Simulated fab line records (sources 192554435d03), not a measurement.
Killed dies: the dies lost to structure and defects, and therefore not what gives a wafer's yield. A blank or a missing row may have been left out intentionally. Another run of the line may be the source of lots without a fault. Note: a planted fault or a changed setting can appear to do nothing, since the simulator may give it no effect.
Which of the tools did it? / flow n5-finfet / 10 lots, 30 wafers sampled, at 4 steps of a route of 1938

WHAT THE GAUGES SHOWED, per wafer
N5_BEOL_M10_OVL_MEAS_12. Usual: M10_OVL typically reads 0.5 nm, with standard deviation 0.67.
lot=L344; measured=day 10 04:10; on=overlay-02; M10_OVL (nm)=0.5 1.1 0.4; flag=
lot=L345; measured=day 10 08:52; on=overlay-01; M10_OVL (nm)=0.5 1.0 0.4; flag=
lot=L346; measured=day 10 09:56; on=overlay-01; M10_OVL (nm)=-0.4 -0.5 -0.3; flag=
lot=L347; measured=day 10 16:02; on=overlay-01; M10_OVL (nm)=0.6 0.8 0.4; flag=
lot=L349; measured=day 11 05:14; on=overlay-01; M10_OVL (nm)=-0.1 1.3 0.6; flag=
lot=L351; measured=day 12 02:15; on=overlay-01; M10_OVL (nm)=0.0 1.1 0.8; flag=
lot=L360; measured=day 13 22:15; on=overlay-01; M10_OVL (nm)=0.1 0.7 -0.4; flag=
lot=L361; measured=day 14 20:41; on=overlay-02; M10_OVL (nm)=0.3 0.5 0.7; flag=
lot=L365; measured=day 15 11:59; on=overlay-01; M10_OVL (nm)=0.8 0.2 0.9; flag=
lot=L366; measured=day 15 14:01; on=overlay-01; M10_OVL (nm)=0.4 0.4 1.3; flag=

N5_BEOL_M10_INSPECT_30: inspects for defects (brightfield). Usual: 409 for raw-defect-count, sd 100.
lot=L344; measured=day 10 05:20; on=defect-inspect-01; raw-defect-count=325 364 691; flag=
lot=L345; measured=day 10 11:34; on=defect-inspect-01; raw-defect-count=400 481 455; flag=
lot=L346; measured=day 10 11:44; on=defect-inspect-01; raw-defect-count=606 521 514; flag=
lot=L347; measured=day 10 19:16; on=defect-inspect-02; raw-defect-count=296 351 307; flag=
lot=L349; measured=day 11 06:13; on=defect-inspect-02; raw-defect-count=448 319 323; flag=
lot=L351; measured=day 12 03:14; on=defect-inspect-01; raw-defect-count=871 762 385; flag=
lot=L360; measured=day 13 23:14; on=defect-inspect-02; raw-defect-count=351 370 335; flag=
lot=L361; measured=day 14 22:10; on=defect-inspect-01; raw-defect-count=327 362 384; flag=
lot=L365; measured=day 15 12:58; on=defect-inspect-02; raw-defect-count=425 366 510; flag=
lot=L366; measured=day 15 15:25; on=defect-inspect-01; raw-defect-count=508 295 416; flag=

WHAT TOOL EACH LOT RAN ON (gives the tool, then ch and the chambers of the sampled wafers, and finally the start)
lot=L344; N5_BEOL_M10_HM_OPEN_17=rie-metal-03 ch 0,1, day 10 04:33; N5_BEOL_M10_STRIP_19=rie-diel-05 ch 2,3, day 10 04:48
lot=L345; N5_BEOL_M10_HM_OPEN_17=rie-metal-02 ch 0,1, day 10 09:12; N5_BEOL_M10_STRIP_19=rie-diel-05 ch 1,2, day 10 09:20
lot=L346; N5_BEOL_M10_HM_OPEN_17=rie-metal-01 ch 0, day 10 10:16; N5_BEOL_M10_STRIP_19=rie-diel-06 ch 0,1,3, day 10 10:28
lot=L347; N5_BEOL_M10_HM_OPEN_17=rie-metal-03 ch 0,1, day 10 16:37; N5_BEOL_M10_STRIP_19=rie-diel-05 ch 0,2,3, day 10 16:43
lot=L349; N5_BEOL_M10_HM_OPEN_17=rie-metal-01 ch 0,1, day 11 05:34; N5_BEOL_M10_STRIP_19=rie-diel-02 ch 0,1,2, day 11 05:40
lot=L351; N5_BEOL_M10_HM_OPEN_17=rie-metal-01 ch 0,1, day 12 02:35; N5_BEOL_M10_STRIP_19=rie-diel-02 ch 1,2,3, day 12 02:42
lot=L360; N5_BEOL_M10_HM_OPEN_17=rie-metal-03 ch 0,1, day 13 22:35; N5_BEOL_M10_STRIP_19=rie-diel-05 ch 2,3, day 13 22:42
lot=L361; N5_BEOL_M10_HM_OPEN_17=rie-metal-03 ch 1, day 14 21:14; N5_BEOL_M10_STRIP_19=rie-diel-06 ch 0,2,3, day 14 21:28
lot=L365; N5_BEOL_M10_HM_OPEN_17=rie-metal-01 ch 0,1, day 15 12:19; N5_BEOL_M10_STRIP_19=rie-diel-02 ch 0,1,3, day 15 12:25
lot=L366; N5_BEOL_M10_HM_OPEN_17=rie-metal-03 ch 0,1, day 15 14:22; N5_BEOL_M10_STRIP_19=rie-diel-02 ch 0,1,3, day 15 14:27
- N5_BEOL_M10_HM_OPEN_17: chemistry Cl2/BCl3, target TiN, target depth 20 nm, overetch 6 nm.
- N5_BEOL_M10_STRIP_19: strips in O2.

AS READ BY THE TOOLS THEMSELVES (means over the sampled wafers that have a number; for cases with no such wafer, the mark the record gives instead)
N5_BEOL_M10_HM_OPEN_17. Usual: drypump-motor-current-A 5.7 A, standard deviation 0.53; oes_ar_750_au 0.77 a.u., standard deviation 0.12; oes-product-au 0.67 a.u., standard deviation 0.11; throttle-valve-pct 22.07 %, standard deviation 0.21.
lot=L344; tool=rie-metal-03; drypump-motor-current-A (A)=5.6; oes_ar_750_au (a.u.)=0.61; oes-product-au (a.u.)=0.53; throttle-valve-pct (%)=22.37; flag=
lot=L345; tool=rie-metal-02; drypump-motor-current-A (A)=5.5; oes_ar_750_au (a.u.)=0.69; oes-product-au (a.u.)=0.58; throttle-valve-pct (%)=21.96; flag=
lot=L346; tool=rie-metal-01; drypump-motor-current-A (A)=6.8; oes_ar_750_au (a.u.)=0.78; oes-product-au (a.u.)=0.68; throttle-valve-pct (%)=21.83; flag=
lot=L347; tool=rie-metal-03; drypump-motor-current-A (A)=5.6; oes_ar_750_au (a.u.)=0.60; oes-product-au (a.u.)=0.53; throttle-valve-pct (%)=22.36; flag=
lot=L349; tool=rie-metal-01; drypump-motor-current-A (A)=6.3; oes_ar_750_au (a.u.)=0.84; oes-product-au (a.u.)=0.73; throttle-valve-pct (%)=21.92; flag=
lot=L351; tool=rie-metal-01; drypump-motor-current-A (A)=6.3; oes_ar_750_au (a.u.)=0.82; oes-product-au (a.u.)=0.71; throttle-valve-pct (%)=21.92; flag=
lot=L360; tool=rie-metal-03; drypump-motor-current-A (A)=5.6; oes_ar_750_au (a.u.)=0.78; oes-product-au (a.u.)=0.69; throttle-valve-pct (%)=22.17; flag=
lot=L361; tool=rie-metal-03; drypump-motor-current-A (A)=5.7; oes_ar_750_au (a.u.)=0.87; oes-product-au (a.u.)=0.75; throttle-valve-pct (%)=22.01; flag=
lot=L365; tool=rie-metal-01; drypump-motor-current-A (A)=5.7; oes_ar_750_au (a.u.)=0.84; oes-product-au (a.u.)=0.73; throttle-valve-pct (%)=22.02; flag=
lot=L366; tool=rie-metal-03; drypump-motor-current-A (A)=5.5; oes_ar_750_au (a.u.)=0.91; oes-product-au (a.u.)=0.79; throttle-valve-pct (%)=22.03; flag=

N5_BEOL_M10_STRIP_19. Usual: drypump-motor-current-A 5.9 A, standard deviation 0.35; oes-product-au 0.83 a.u., standard deviation 0.073; rf-vpp-V 3.7 V, standard deviation 0.64; showerhead-plenum-p-Torr 2.10 Torr, standard deviation 0.077; temp-c 39.99 C, standard deviation 0.1; throttle-valve-pct 16.62 %, standard deviation 0.22.
lot=L344; tool=rie-diel-05; drypump-motor-current-A (A)=5.9; oes-product-au (a.u.)=0.76; rf-vpp-V (V)=3.8; showerhead-plenum-p-Torr (Torr)=2.12; temp-c (C)=39.93; throttle-valve-pct (%)=16.90; flag=
lot=L345; tool=rie-diel-05; drypump-motor-current-A (A)=5.7; oes-product-au (a.u.)=0.86; rf-vpp-V (V)=4.0; showerhead-plenum-p-Torr (Torr)=2.08; temp-c (C)=39.89; throttle-valve-pct (%)=16.62; flag=
lot=L346; tool=rie-diel-06; drypump-motor-current-A (A)=5.5; oes-product-au (a.u.)=0.87; rf-vpp-V (V)=3.5; showerhead-plenum-p-Torr (Torr)=2.15; temp-c (C)=40.03; throttle-valve-pct (%)=16.70; flag=
lot=L347; tool=rie-diel-05; drypump-motor-current-A (A)=5.8; oes-product-au (a.u.)=0.80; rf-vpp-V (V)=3.8; showerhead-plenum-p-Torr (Torr)=2.14; temp-c (C)=39.99; throttle-valve-pct (%)=16.87; flag=
lot=L349; tool=rie-diel-02; drypump-motor-current-A (A)=5.8; oes-product-au (a.u.)=0.84; rf-vpp-V (V)=3.6; showerhead-plenum-p-Torr (Torr)=2.03; temp-c (C)=39.91; throttle-valve-pct (%)=16.59; flag=
lot=L351; tool=rie-diel-02; drypump-motor-current-A (A)=5.9; oes-product-au (a.u.)=0.78; rf-vpp-V (V)=3.5; showerhead-plenum-p-Torr (Torr)=2.08; temp-c (C)=40.02; throttle-valve-pct (%)=16.65; flag=
lot=L360; tool=rie-diel-05; drypump-motor-current-A (A)=5.8; oes-product-au (a.u.)=0.87; rf-vpp-V (V)=3.9; showerhead-plenum-p-Torr (Torr)=2.08; temp-c (C)=40.00; throttle-valve-pct (%)=16.63; flag=
lot=L361; tool=rie-diel-06; drypump-motor-current-A (A)=5.9; oes-product-au (a.u.)=0.86; rf-vpp-V (V)=3.9; showerhead-plenum-p-Torr (Torr)=2.15; temp-c (C)=39.93; throttle-valve-pct (%)=16.52; flag=
lot=L365; tool=rie-diel-02; drypump-motor-current-A (A)=6.1; oes-product-au (a.u.)=0.79; rf-vpp-V (V)=3.7; showerhead-plenum-p-Torr (Torr)=2.08; temp-c (C)=39.91; throttle-valve-pct (%)=16.53; flag=
lot=L366; tool=rie-diel-02; drypump-motor-current-A (A)=6.1; oes-product-au (a.u.)=0.79; rf-vpp-V (V)=3.9; showerhead-plenum-p-Torr (Torr)=2.08; temp-c (C)=40.08; throttle-valve-pct (%)=16.53; flag=

THE ANSWER, worked out from the rows above alone
Rule: take the mean of a lot's wafers that have a number; if it is more than 3 standard deviations from the usual mean, the lot is off. A lot without any number at a reading at which 4 lots or more have one is off too. Where the step has rows for the other lots, those lots are counted as sound. The gauges are gone through in route order, then the tools' own readings, and for those a lot's mean is taken as printed above. The first step at which some lot is off is used, and at that step the reading that is off furthest; a lot without a number counts as furthest.
Across all readings shown, no lot is off: no conclusion can be drawn from this.

WHAT THE SIMULATOR HAD INSERTED
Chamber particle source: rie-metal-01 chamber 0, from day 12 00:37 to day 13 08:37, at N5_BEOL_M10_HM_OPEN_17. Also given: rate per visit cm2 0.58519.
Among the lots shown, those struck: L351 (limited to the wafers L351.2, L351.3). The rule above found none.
